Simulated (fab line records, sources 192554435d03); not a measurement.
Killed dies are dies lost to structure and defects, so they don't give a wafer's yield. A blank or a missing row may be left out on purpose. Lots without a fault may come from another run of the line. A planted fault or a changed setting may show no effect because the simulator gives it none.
Split-lot experiment | flow n5_finfet | 7 lots, 39 wafers read, on a route of 1938 steps

THE SPLIT
At N5_BEOL_M14_SPUTTER_44 (material Ta, target thk 15 nm, time 24.19 s), the setting target_thk_a was moved away from the recipe's 150 angstrom on 15 of the 39 wafers read, by -52.6% to +57.2%. The other wafers ran this setting at the recipe's value.

FROM THE SPLIT TO THE READING: what the file shows between them, 3 steps
- N5_BEOL_M14_SPUTTER_45: material Cu, target thk 100 nm, time 16.67 s
- N5_BEOL_M14_ECD_47: material Cu, target thk 1248 nm
- N5_BEOL_M14_ANNEAL_48: time 90 s

THE READING
barrier_field_endpoint_s, in s, at N5_BEOL_M14_CMP_49 (polishes, stops on SiO2, t overpolish 5.2 s, target thk 560 nm). Fault-free wafers of this fab line usually give 11.26 s, standard deviation 0.24 s.

wafer  | tool, chamber at the split | target_thk_a as run, angstrom | against the recipe | barrier_field_endpoint_s, s | against lot-mates on the recipe
L074.1 | pvd_sputter-02, -          | 150                           | recipe             | 11.06                       | -
L074.6 | pvd_sputter-02, -          | 150                           | recipe             | 10.93                       | -
L074.5 | pvd_sputter-02, -          | 150                           | recipe             | 10.93                       | -
L076.3 | pvd_sputter-01, -          | 150                           | recipe             | 11.19                       | -
L076.1 | pvd_sputter-01, -          | 150                           | recipe             | 11.33                       | -
L076.4 | pvd_sputter-01, -          | 235.8                         | +57.2%             | 14.37                       | +3.09
L076.2 | pvd_sputter-01, -          | 235.8                         | +57.2%             | 14.18                       | +2.90
L076.5 | pvd_sputter-01, -          | 235.8                         | +57.2%             | 14.30                       | +3.02
L076.6 | pvd_sputter-01, -          | 150                           | recipe             | 11.32                       | -
L079.4 | pvd_sputter-02, -          | 96.05                         | -36.0%             | 9.12                        | -2.05
L079.3 | pvd_sputter-02, -          | 150                           | recipe             | 10.99                       | -
L079.2 | pvd_sputter-02, -          | 96.05                         | -36.0%             | 9.12                        | -2.05
L079.1 | pvd_sputter-02, -          | 150                           | recipe             | 11.23                       | -
L079.6 | pvd_sputter-02, -          | 96.05                         | -36.0%             | 8.97                        | -2.20
L079.5 | pvd_sputter-02, -          | 150                           | recipe             | 11.30                       | -
L081.4 | pvd_sputter-03, -          | 150                           | recipe             | 10.89                       | -
L081.1 | pvd_sputter-03, -          | 210.6                         | +40.4%             | 13.23                       | +2.18
L081.3 | pvd_sputter-03, -          | 150                           | recipe             | 11.09                       | -
L081.2 | pvd_sputter-03, -          | 150                           | recipe             | 11.17                       | -
L081.5 | pvd_sputter-03, -          | 210.6                         | +40.4%             | 13.72                       | +2.67
L081.6 | pvd_sputter-03, -          | 210.6                         | +40.4%             | 13.32                       | +2.27
L089.4 | pvd_sputter-01, -          | 150                           | recipe             | 11.06                       | -
L089.2 | pvd_sputter-01, -          | 150                           | recipe             | 10.91                       | -
L089.1 | pvd_sputter-01, -          | 150                           | recipe             | 10.88                       | -
L089.3 | pvd_sputter-01, -          | 150                           | recipe             | 10.97                       | -
L089.5 | pvd_sputter-01, -          | 150                           | recipe             | 10.99                       | -
L089.6 | pvd_sputter-01, -          | 150                           | recipe             | 10.80                       | -
L090.2 | pvd_sputter-03, -          | 150                           | recipe             | 11.31                       | -
L090.1 | pvd_sputter-03, -          | 150                           | recipe             | 11.07                       | -
L090.4 | pvd_sputter-03, -          | 232.4                         | +54.9%             | 13.77                       | +2.65
L090.3 | pvd_sputter-03, -          | 150                           | recipe             | 10.99                       | -
L090.5 | pvd_sputter-03, -          | 232.4                         | +54.9%             | 14.33                       | +3.21
L090.6 | pvd_sputter-03, -          | 232.4                         | +54.9%             | 14.01                       | +2.89
L092.1 | pvd_sputter-02, -          | 71.05                         | -52.6%             | 8.24                        | -3.36
L092.4 | pvd_sputter-02, -          | 71.05                         | -52.6%             | 8.76                        | -2.84
L092.3 | pvd_sputter-02, -          | 150                           | recipe             | 11.76                       | -
L092.2 | pvd_sputter-02, -          | 150                           | recipe             | 11.58                       | -
L092.6 | pvd_sputter-02, -          | 71.05                         | -52.6%             | 8.50                        | -3.10
L092.5 | pvd_sputter-02, -          | 150                           | recipe             | 11.46                       | -

THE FIT
A straight line over all 39 wafers: barrier_field_endpoint_s changes by +0.0537 s for each +1% of target_thk_a; r = +0.99; the points scatter about the line by 0.23 s.
The same after taking each lot's own level away (the mean of its wafers on the recipe; 39 wafers): +0.0558 s for each +1%; r = +1.00; scatter 0.16 s.
On that fit, the largest move of target_thk_a shifts the reading by 3.2 s.
The lots' own levels span 10.935 to 11.600 s, that is 2.8 times the standard deviation above.
So the lot-to-lot level changes the slope little: the two slopes agree.
Check: with one of the wafers moved furthest among these (+57.2%) left out of the fit, the line predicts +3.16 s for it against its lot-mates. It came out at +3.09 s against them.

OTHER SPLITS ON THESE WAFERS
These wafers also went through other splits before the reading. Each is held against what the fit with the lots' levels taken away leaves over:
other split on the same wafers      | wafers away from the commonest value | r with barrier_field_endpoint_s (lot level and that fit taken away)
N5_BEOL_M9_HM_DEP_02 target_thk_a   | 12                                   | -0.07
N5_BEOL_M12_ILD_DEP_00 target_thk_a | 15                                   | +0.16

THE WHOLE CHAIN: every reading that the file lists as answering this split, in the file's order
step                   | what it does                                                   | reading                                                                           | change (the file's fit)               | r (the file's)
N5_BEOL_M14_SPUTTER_44 | material Ta, target thk 15 nm, time 24.19 s                    | Ta_of_BEOL_M14_SPUTTER_44.thk_nm (the simulator's own value, which no gauge read) | +0.15 nm for each +1% of the setting  | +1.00
N5_BEOL_M14_CMP_49     | polishes, stops on SiO2, t overpolish 5.2 s, target thk 560 nm | barrier_field_endpoint_s                                                          | +0.0556 s for each +1% of the setting | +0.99

THE FILE'S OWN FIT
barrier_field_endpoint_s changes by +0.0556 s for each +1% of target_thk_a, r = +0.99.
